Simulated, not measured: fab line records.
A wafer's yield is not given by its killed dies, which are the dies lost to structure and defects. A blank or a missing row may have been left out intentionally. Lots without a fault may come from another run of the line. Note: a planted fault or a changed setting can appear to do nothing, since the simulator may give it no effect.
The same fault as seen by 3 desks    flow n5-finfet    each desk has only its own numbers; what lay behind them comes last

## DESK OF THE TOOL OWNER: litho-track-02
The tool's own readings at N5_BEOL_M2_COAT_76 (time 60 s, resist thk 5 nm): means of the sampled wafers that have a number, for each lot that ran on this tool. The brackets show how far a lot's mean lies from the usual mean; more than 4 standard deviations puts the lot out of limits, marked OUT.
Columns: A = heater-power-total-W at N5_BEOL_M2_COAT_76, usual 391.6 W; B = run-length-s at N5_BEOL_M2_COAT_76, usual 66.35 s
lot   first seen here  A                 B
L790  day 6 22:42      390.3             66.43
L792  day 7 12:59      391.3             66.44
L802  day 10 01:07     419.5 (+21) OUT   60.05 (-48) OUT
L805  day 11 00:51     403.2 (+8.9) OUT  63.26 (-24) OUT
L806  day 11 03:05     404.4 (+9.8) OUT  63.14 (-25) OUT
This desk finds L802, L805, L806 out of limits, L802 being first, at day 10 01:07 (heater-power-total-W at N5_BEOL_M2_COAT_76). L790, L792 stayed within limits.

## THE METROLOGY DESK
What the gauges read, lot by lot, whatever tool the lot ran on: means of the sampled wafers that have a number. The brackets show how far a lot's mean lies from the usual mean; more than 4 standard deviations puts the lot out of limits, marked OUT. Only the readings that lie furthest out on some lot appear, 7 of the 10 it has.
Columns: A = DIBL_N at N5_BEOL_M4_RC_MEAS_101, usual 36.6 mV/V; B = DIBL_P at N5_BEOL_M4_RC_MEAS_101, usual 36.3 mV/V; C = IOFF_N at N5_BEOL_M4_RC_MEAS_101, usual 0.17 nA/um; D = IOFF_P at N5_BEOL_M4_RC_MEAS_101, usual 0.22 nA/um; E = ION_N at N5_BEOL_M4_RC_MEAS_101, usual 676 uA/um; F = VT_N at N5_BEOL_M4_RC_MEAS_101, usual 249 mV; G = VT_P at N5_BEOL_M4_RC_MEAS_101, usual -249 mV
lot   first seen here  A     B     C     D     E    F    G
L790  day 8 04:20      38.7  38.4  0.22  0.29  686  244  -245
L789  day 8 11:25      36.0  35.0  0.15  0.21  666  252  -252
L791  day 8 15:29      40.4  40.3  0.27  0.29  698  242  -245
L792  day 8 20:05      37.7  38.0  0.17  0.21  672  249  -253
L794  day 9 12:21      37.9  37.2  0.17  0.20  687  251  -252
L802  day 11 06:05     35.5  36.6  0.14  0.20  658  251  -251
L805  day 12 02:05     37.9  38.1  0.21  0.27  688  246  -246
L806  day 12 09:54     34.8  35.1  0.14  0.20  668  250  -251
L809  day 13 03:17     35.9  34.5  0.15  0.19  679  251  -250
L808  day 13 07:01     34.7  33.3  0.14  0.17  665  249  -254
This desk's finding: nothing out of limits on any of the 10 lots.

## THE DEFECT DESK
Counts from the inspections along the route, per lot, as means over the sampled wafers that have a number. The brackets show how far a lot's mean lies from the usual mean; more than 4 standard deviations puts the lot out of limits, marked OUT.
Columns: A = raw-defect-count at N5_BEOL_M2_INSPECT_30, usual 430
lot   first seen here  A
L789  day 6 20:56      323
L790  day 6 23:11      366
L791  day 7 07:24      427
L792  day 7 13:20      408
L794  day 8 02:30      475
L802  day 10 01:29     314
L805  day 11 01:22     348
L806  day 11 03:34     281
L808  day 11 17:49     537
L809  day 11 23:34     466
This desk's finding: nothing out of limits on any of the 10 lots.

## ALL TOGETHER
At day 10 01:07, on L802, L805, L806, the tool owner's desk was in a position to raise an alarm.
The metrology desk saw nothing out of limits.
No out-of-limits result turned up at the defect desk.
The metrology desk has L802, L805, L806 on record, within its limits.
The defect desk has L802, L805, L806 on record, within its limits.
Of the lots named, all ran N5_BEOL_M2_COAT_76 on litho-track-02.

## WHAT HAD BEEN PUT IN BY THE SIMULATOR
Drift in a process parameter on litho-track-02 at N5_BEOL_M2_COAT_76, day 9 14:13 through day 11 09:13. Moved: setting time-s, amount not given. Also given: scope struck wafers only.
Lots struck among those shown: L802, L805, L806.
How many hours passed from the start of the fault until each desk's first out-of-limits reading: the tool owner's desk, 11.
